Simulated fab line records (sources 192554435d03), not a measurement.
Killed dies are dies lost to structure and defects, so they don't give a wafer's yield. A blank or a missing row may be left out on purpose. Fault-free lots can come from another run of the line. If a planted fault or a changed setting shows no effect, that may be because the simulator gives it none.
Chamber matching / flow n5Finfet / pecvd-04 running N5_BEOL_M0_SAQP_PECVD_96: 3 sister chambers
The step deposits a-Si from SiH4/He, target thk 45 nm, time 45.2 s. 3 wafers are shown with their chamber, then 8 later ones without.

== WAFERS, EACH WITH ITS CHAMBER ==
wafer=L083.1; chamber=0; throttleValvePct (%)=19.1
wafer=L083.4; chamber=2; throttleValvePct (%)=21.4
wafer=L086.1; chamber=1; throttleValvePct (%)=18.2

== WAFERS MISSING THEIR CHAMBER ==
wafer=L086.2; throttleValvePct (%)=19.3
wafer=L086.4; throttleValvePct (%)=21.5
wafer=L092.1; throttleValvePct (%)=18.3
wafer=L092.4; throttleValvePct (%)=19.6
wafer=L092.5; throttleValvePct (%)=19.5
wafer=L093.3; throttleValvePct (%)=18.3
wafer=L093.4; throttleValvePct (%)=19.6
wafer=L093.5; throttleValvePct (%)=19.6

== THE CHAMBER EACH PASSED THROUGH ==
wafer=L086.2; from the rows above=0; in truth=0
wafer=L086.4; from the rows above=2; in truth=2
wafer=L092.1; from the rows above=can't be placed: 1 or 0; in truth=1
wafer=L092.4; from the rows above=0; in truth=0
wafer=L092.5; from the rows above=0; in truth=0
wafer=L093.3; from the rows above=can't be placed: 1 or 0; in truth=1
wafer=L093.4; from the rows above=0; in truth=0
wafer=L093.5; from the rows above=0; in truth=0
Placed correctly: 6 of 8. Unplaceable from these rows: 2, with the true chamber sitting among the candidates in 2. 0 placed wrongly.
How it was worked out, from the rows above alone: a wafer's distance from a chamber is the root of the sum, over the readings, of the square of ((its reading less the chamber's mean) divided by the reading's scatter). If the next closest chamber is less than 2 further off than the closest, the wafer can't be placed; otherwise it belongs to the closest. For every chamber, the mean is computed from those of its wafers that are shown. The scatter: root of mean squared gap, hidden wafer to nearest shown wafer, with one shown wafer a chamber.
